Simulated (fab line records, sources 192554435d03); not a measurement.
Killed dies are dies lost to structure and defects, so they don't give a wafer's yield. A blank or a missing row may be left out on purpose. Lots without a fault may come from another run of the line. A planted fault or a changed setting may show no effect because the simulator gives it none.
A struck lot beside a sound one | flow n5_finfet | 16 steps out of a route of 1938
Sound: wafers L691.1, L691.4, L691.6. Struck: wafer L683.5. (L683.2, L683.4 of the same lot were not struck and are left out.) The cause comes at the end.
At each step with rows: each side's tool, then ch and its chambers, then its first start. Under that, the readings that differ: sound wafers | struck wafers | difference of the means | sigmas: that difference in standard deviations of wafers without a fault.
alike: readings whose means differ by less than 2 such deviations, and words and numbers that are the same on both sides. not compared: withheld readings, readings that some wafer has no value for, bounds like >300 that may hide the same value, and numbers for which the record gives no deviation and whose values overlap.
The two part at a step that has a row with sigmas, a row that says differs or no value, or rows on one side only. Numbers that don't overlap but have no deviation are shown without sigmas and don't part them. A reading that every wafer of one side lacks parts them only if that side has two wafers or more.

first, 3 steps without rows for these wafers: N5_PMOS_HMC_CHANNEL_EPI_PRECLEAN_37 (cleans in O3/DIW, time 45 s); N5_PMOS_HMC_CHANNEL_EPI_PRECLEAN_24 (cleans in DHF, time 30 s); N5_PMOS_HMC_CHANNEL_EPI_SRD_25 (time 30 s).
N5_PMOS_HMC_CHANNEL_EPI_EPI_26: deposits Si from SiH4/H2, target thk 3.8 nm, time 22.7 s.
  sound on epi_rpcvd-01 ch 0, day 5 14:26; struck on epi_rpcvd-03 ch 0, day 3 14:16
  reading              | sound             | struck | difference | sigmas
  susceptor_temp_C_max | 651.1 651.3 651.2 | 652.7  | +1.5       | +2
  alike: susceptor_temp_C, throttle_valve_pct
N5_PMOS_HMC_CHANNEL_EPI_INSPECT_30: inspects for defects (darkfield).
  sound on defect_inspect-02, day 5 14:55; struck on defect_inspect-02, day 3 14:35
  alike: raw_defect_count
then, 4 steps without rows for these wafers: N5_FIN_SAQP_PRECLEAN_42 (cleans in O3/DIW, time 60 s); N5_FIN_SAQP_PRECLEAN_00 (cleans in SC1, time 60 s); N5_FIN_SAQP_PRECLEAN_44 (cleans in SC2, time 45 s); N5_FIN_SAQP_SRD_01 (time 30 s).
N5_FIN_SAQP_ALD_61: deposits SiO2, target thk 4 nm, pulse time 1 s, purge time 2 s.
  sound on ald_sin-02 ch 0,2,3, day 5 15:02; struck on ald_sin-04 ch 2, day 3 14:42
  alike: heater_power_w, precursor_pulse_height_rel, susceptor_temp_C
  not compared: since_wet_clean_h
N5_FIN_SAQP_DENSIFY_62: time 60 s.
  sound on rtp_anneal-01 ch 0, day 5 15:14; struck on rtp_anneal-02 ch 0, day 3 15:09
  alike: lamp_power_pct, lamp_zone_1_pct, wafer_temp_C_max
N5_FIN_SAQP_HM_DEP_03: deposits SiNx from SiH4/NH3/N2, target thk 38 nm, time 33.6 s.
  sound on pecvd-03 ch 0,1,2, day 5 15:27; struck on pecvd-04 ch 2, day 3 15:20
  alike: heater_power_w, showerhead_plenum_p_Torr, susceptor_temp_C, throttle_valve_pct
  not compared: since_wet_clean_h
N5_FIN_SAQP_THK_MEAS_05:
  sound on film_metro-01, day 5 15:32; struck on film_metro-02, day 3 15:26
  reading     | sound          | struck | difference | sigmas
  thk_nm (nm) | 38.2 37.3 38.8 | 32.9   | -5.2       | -9
N5_FIN_SAQP_PECVD_47: deposits a-Si from SiH4/He, target thk 45 nm, time 36.3 s.
  sound on pecvd-04 ch 0,1,2, day 5 15:34; struck on pecvd-04 ch 2, day 3 15:28
  alike: heater_power_w, showerhead_plenum_p_Torr, susceptor_temp_C, throttle_valve_pct
  not compared: since_wet_clean_h
-- the record jumps here: 7 days lie between the struck wafers' starts before and after (it left off in module FIN_SAQP and takes up again in module BEOL_M4, whose first step shown is number 1111 of the route) --
N5_BEOL_M4_RC_MEAS_101:
  sound on prober-01 ch 0, day 11 18:04; struck on prober-02 ch 0, day 10 05:49
  alike: DIBL_N, DIBL_P, IOFF_N, IOFF_P, ION_N, ION_P, SS_N, SS_P, VT_N, VT_P
-- the record jumps here: 4 days lie between the struck wafers' starts before and after (it left off in module BEOL_M4 and takes up again in module PASSIVATION, whose first step shown is number 1936 of the route) --
N5_PASSIVATION_PROBE_49:
  the record has rows for the struck wafers here (prober-01, day 14 08:09) and none for the sound ones

WHERE THEY PART
First at N5_PMOS_HMC_CHANNEL_EPI_EPI_26; last, within this record, at N5_PASSIVATION_PROBE_49.

WHY: what the simulator had put in
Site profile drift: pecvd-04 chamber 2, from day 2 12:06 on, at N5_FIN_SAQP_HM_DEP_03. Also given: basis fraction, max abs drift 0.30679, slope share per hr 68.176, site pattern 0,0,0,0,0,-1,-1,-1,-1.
